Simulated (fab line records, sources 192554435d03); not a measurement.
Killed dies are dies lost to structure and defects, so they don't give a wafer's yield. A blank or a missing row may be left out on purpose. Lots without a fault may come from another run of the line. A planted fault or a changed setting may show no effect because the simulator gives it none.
Chamber matching | flow n5_finfet | N5_BEOL_M13_ETCH_59 on rie_diel-04: 4 sister chambers
The step etches BARC in N2/H2, target depth 89 nm, overetch 26.7 nm, time 67.9 s. 20 wafers are shown with their chamber, then 10 later ones without.

WAFERS WITH THEIR CHAMBER
wafer  | chamber | drypump_motor_current_A (A) | showerhead_plenum_p_Torr (Torr) | throttle_valve_pct (%)
L078.2 | 3       | 5.7                         | 2.60                            | 18.07
L078.4 | 1       | 5.4                         | 2.48                            | 17.78
L078.5 | 3       | 5.7                         | 2.60                            | 18.07
L083.1 | 3       | 5.7                         | 2.60                            | 18.09
L083.5 | 2       | 6.4                         | 2.58                            | 18.12
L083.6 | 3       | 5.7                         | 2.60                            | 18.08
L081.1 | 2       | 6.4                         | 2.58                            | 18.13
L081.4 | 1       | 5.3                         | 2.48                            | 17.78
L081.5 | 3       | 5.7                         | 2.60                            | 18.09
L086.1 | 1       | 5.4                         | 2.47                            | 17.79
L086.3 | 0       | 5.9                         | 2.52                            | 17.72
L086.4 | 2       | 6.4                         | 2.58                            | 18.16
L089.1 | 1       | 5.4                         | 2.47                            | 17.79
L089.5 | 3       | 5.7                         | 2.59                            | 18.09
L089.6 | 2       | 6.4                         | 2.58                            | 18.14
L093.3 | 0       | 5.9                         | 2.51                            | 17.73
L093.4 | 3       | 5.7                         | 2.59                            | 18.13
L093.6 | 0       | 5.9                         | 2.51                            | 17.75
L092.3 | 3       | 5.7                         | 2.59                            | 18.13
L092.4 | 1       | 5.4                         | 2.47                            | 17.83

SIGNATURES (means of the wafers above)
reading                  | chamber 0 | chamber 1 | chamber 2 | chamber 3 | scatter within a chamber
drypump_motor_current_A  | 5.900     | 5.380     | 6.400     | 5.700     | 0.0224
showerhead_plenum_p_Torr | 2.5133    | 2.4740    | 2.5800    | 2.5962    | 0.00484
throttle_valve_pct       | 17.7333   | 17.7940   | 18.1375   | 18.0938   | 0.021
Rule: a wafer's distance from a chamber is the root of the sum, over the readings, of the square of ((its reading less the chamber's mean) divided by the reading's scatter). The wafer belongs to the nearest chamber; if the next one is less than 2 further off, it can't be placed. The scatter: the root of (the sum of the squares of (reading less its chamber's mean) over the shown wafers, divided by (wafers less chambers)).

WAFERS WITHOUT THEIR CHAMBER
wafer  | drypump_motor_current_A (A) | showerhead_plenum_p_Torr (Torr) | throttle_valve_pct (%)
L092.6 | 5.9                         | 2.51                            | 17.74
L094.1 | 5.7                         | 2.59                            | 18.13
L094.5 | 5.7                         | 2.59                            | 18.14
L094.6 | 5.9                         | 2.51                            | 17.74
L096.1 | 5.4                         | 2.47                            | 17.84
L096.5 | 5.7                         | 2.59                            | 18.13
L096.6 | 6.4                         | 2.57                            | 18.17
L097.1 | 6.4                         | 2.57                            | 18.17
L097.2 | 5.7                         | 2.59                            | 18.13
L097.3 | 5.4                         | 2.47                            | 17.84

WHICH CHAMBER EACH WENT THROUGH
wafer  | from the rows above | in truth
L092.6 | 0                   | 0
L094.1 | 3                   | 3
L094.5 | 3                   | 3
L094.6 | 0                   | 0
L096.1 | 1                   | 1
L096.5 | 3                   | 3
L096.6 | 2                   | 2
L097.1 | 2                   | 2
L097.2 | 3                   | 3
L097.3 | 1                   | 1
Placed correctly: 10 of 10. Can't be placed from these rows: 0. Placed wrongly: 0.
